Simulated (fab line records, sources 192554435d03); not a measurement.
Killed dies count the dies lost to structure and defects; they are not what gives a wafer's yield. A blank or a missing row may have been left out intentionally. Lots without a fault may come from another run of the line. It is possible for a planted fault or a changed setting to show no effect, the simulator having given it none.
Problem report, 8D (eight disciplines) form, completed by code / flow n5-finfet / the parts of the form that need people (team, actions taken, sign-off) are left out

## 1. THE PROBLEM
At N5_DUMMY_GATE_THK_MEAS_05, thk-nm averages 55.8 nm over 6 wafers from 2 lots, while fault-free wafers read 72.2 nm, standard deviation 1.1. That puts it -15 standard deviations away from the usual mean.
First seen on wafer L475.2, day 5 09:18, on film-metro-02. The record has a number at this step for 27 wafers belonging to 9 lots. Rule for "out" (also "out of limits"): further than 4 standard deviations from the usual mean. Any other wafer with a number is counted as sound.

## 2. WHAT IT IS; WHAT IT IS NOT
question=which readings at this step | is=thk-nm | is not=-
question=which lots | is=L475, L477 | is not=L465, L466, L467, L469, L479, L486, L488
question=which wafers of those lots | is=all that have a number | is not=-
question=read on which gauges | is=film-metro-01, film-metro-02 | is not=-
question=when | is=from day 5 09:18 | is not=up to then (12 sound wafers); but 9 sound wafers of L479, L486, L488 came after

## 3. THE SUSPECTS, EACH WITH WHAT RULES IT OUT
Counting: a tool stays on the suspect list if, at a process step up to the reading, it processed all lots that are out and no sound lot following the first of them.
- ruled out: the gauge at N5_DUMMY_GATE_THK_MEAS_05. 2 gauges (film-metro-01, film-metro-02) read the wafers that are out.
- lpcvd-01 at N5_DUMMY_GATE_CVD_03 (deposits a-Si from SiH4, target thk 150 nm, time 8042 s): kept. It processed each lot that is out, first L475 at day 5 03:29, and no sound lot thereafter; up to then, the last sound lot it processed was L469 at day 3 13:22.
Left after counting: lpcvd-01 at N5_DUMMY_GATE_CVD_03.

## 4. THE CAUSE (what the simulator had put in)
Site profile drift: lpcvd-01, from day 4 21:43 on, at N5_DUMMY_GATE_CVD_03. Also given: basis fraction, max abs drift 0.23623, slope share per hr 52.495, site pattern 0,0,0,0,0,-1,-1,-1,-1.
After counting, this tool was the only one left.

## 5. SEQUENCE OF EFFECTS, ordered by route
Rows list readings where the struck wafers' mean (over those with a number) sits beyond 3 standard deviations from the usual. Scope: only readings with a usual standard deviation given in the record; hours: median across lots of the time from each lot's start at the first step in this table that gives one to its start at this step; sigmas: change in usual standard deviations.
hours=0; step=N5_DUMMY_GATE_THK_MEAS_05; reading=thk-nm; usual=72.2 nm; on struck wafers=55.8; change=-16.4; sigmas=-15
hours=5; step=N5_DUMMY_GATE_ETCH_44; reading=oes-product-au; usual=0.725 a.u.; on struck wafers=0.652; change=-0.073; sigmas=-4.9
hours=30; step=N5_SDB_THK_MEAS_31; reading=SDB_THK; usual=64.4 nm; on struck wafers=48.1; change=-16.3; sigmas=-15
Process steps it contains:
- N5_DUMMY_GATE_ETCH_44: etches poly-Si in HBr/O2, stops on SiO2, target depth 127.5 nm.
Later measuring or inspecting steps at which every struck wafer that the step has a row for has a number for every such reading, and none has moved that far: N5_DUMMY_GATE_INSPECT_17.

## 6. HOW IT WOULD HAVE BEEN CAUGHT EARLIER
The first out-of-limits reading at a measuring or inspecting step in this record came at day 5 09:18, 12 hours after the fault's start at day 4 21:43.
An alarm limit of 4 standard deviations would not have fired on the tool readings at N5_DUMMY_GATE_CVD_03 for which the record gives a usual standard deviation, since none of them was out on any struck wafer.
Lots out: 2; of these, L477 started N5_DUMMY_GATE_CVD_03 on lpcvd-01 after day 5 09:18. A tool hold placed at that time would have kept it from harm.
